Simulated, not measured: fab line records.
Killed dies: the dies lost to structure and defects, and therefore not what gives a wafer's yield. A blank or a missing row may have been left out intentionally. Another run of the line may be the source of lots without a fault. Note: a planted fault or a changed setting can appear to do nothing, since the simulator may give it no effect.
Comparing a struck lot with a sound one | flow n5_finfet | 15 out of 1938 route steps
Sound: the wafers L783.2, L783.5, L783.6. Struck: wafer L802.5 (left out: L802.3, a lot-mate that was not struck); the cause follows at the end.
Order at every step that has rows: each side's tool, ch and its chambers, its first start. Under that, the readings that differ: sound wafers | struck wafers | difference of the means | sigmas: that difference in standard deviations of wafers without a fault.
alike: readings with means less than 2 such deviations apart, plus words and numbers identical on both sides. not compared: withheld readings, readings lacking a value on some wafer, bounds such as >300 that could conceal the same value, and numbers that have no deviation in the record and whose values overlap.
The two part at a step that has a row with sigmas, a row that says differs or no value, or rows on one side only. Non-overlapping numbers with no deviation appear without sigmas and do not part them. Lack of a reading on every wafer of one side parts them only where that side has two or more wafers.

first, 8 steps without rows for these wafers: N5_BEOL_M9_COAT_59 (time 60 s, resist thk 100 nm); N5_BEOL_M9_COAT_60 (time 60 s, resist thk 30 nm); N5_BEOL_M9_COAT_05 (resist thk 90 nm); N5_BEOL_M9_EBR_07; N5_BEOL_M9_SOFTBAKE_06 (time 60 s); N5_BEOL_M9_EXPOSE_08 (exposes mask M9); N5_BEOL_M9_PEB_09 (peb time 60 s); N5_BEOL_M9_DEVELOP_10 (develop time 30 s).
N5_BEOL_M9_CD_MEAS_11 targets a cd of 64.1 nm.
  sound on cd_sem-01 ch 0, day 10 07:56; struck on cd_sem-03 ch 0, day 15 05:53
  alike: cd_nm
N5_BEOL_M9_OVL_MEAS_12:
  sound on overlay-01 ch 0, day 10 07:58; struck on overlay-02 ch 0, day 15 05:55
  alike: M9_OVL
N5_BEOL_M9_INSPECT_13: inspects for defects (brightfield).
  sound on defect_inspect-02 at day 10 08:00; struck on defect_inspect-02 at day 15 05:56
  alike: raw_defect_count
N5_BEOL_M9_DESCUM_16: chemistry O2, time 7.9 s.
  sound on rie_diel-04 ch 0,2,3, day 10 08:19; struck on rie_diel-05 ch 0, day 15 06:13
  alike: drypump_motor_current_A, oes_product_au, rf_vpp_V, showerhead_plenum_p_Torr, throttle_valve_pct
  not compared: rf_hours_counter_h
N5_BEOL_M9_ETCH_61: etches SiARC in CF4, target depth 39 nm, time 65 s.
  sound on rie_diel-04 ch 0,2,3, day 10 08:20; struck on rie_diel-05 ch 0, day 15 06:16
  reading               | sound          | struck | difference | sigmas
  etch_rf_on_time_s (s) | 66.3 69.7 63.0 | 103.3  | +37.0      | +18
  oes_product_au (a.u.) | 0.74 0.71 0.82 | 0.53   | -0.23      | -3
  alike: drypump_motor_current_A, rf_vpp_V, showerhead_plenum_p_Torr, throttle_valve_pct
  not compared: rf_hours_counter_h
N5_BEOL_M9_ETCH_62: etches SOC in N2/H2, target depth 110 nm, overetch 22 nm, time 165 s.
  sound on rie_diel-04 ch 0,2,3, day 10 08:23; struck on rie_diel-05 ch 0, day 15 06:19
  alike: drypump_motor_current_A, oes_product_au, rf_vpp_V, showerhead_plenum_p_Torr, throttle_valve_pct
  not compared: rf_hours_counter_h
N5_PASSIVATION_PROBE_49:
  rows exist in the record for the sound wafers here (prober-02, day 12 23:29), none for the struck ones

== WHERE THEY PART ==
Last at N5_PASSIVATION_PROBE_49 as far as this record goes, first at N5_BEOL_M9_ETCH_61.

WHY: what had been put in by the simulator
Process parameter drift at N5_BEOL_M9_ETCH_61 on rie_diel-05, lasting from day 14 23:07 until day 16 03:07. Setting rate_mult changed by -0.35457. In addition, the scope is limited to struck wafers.
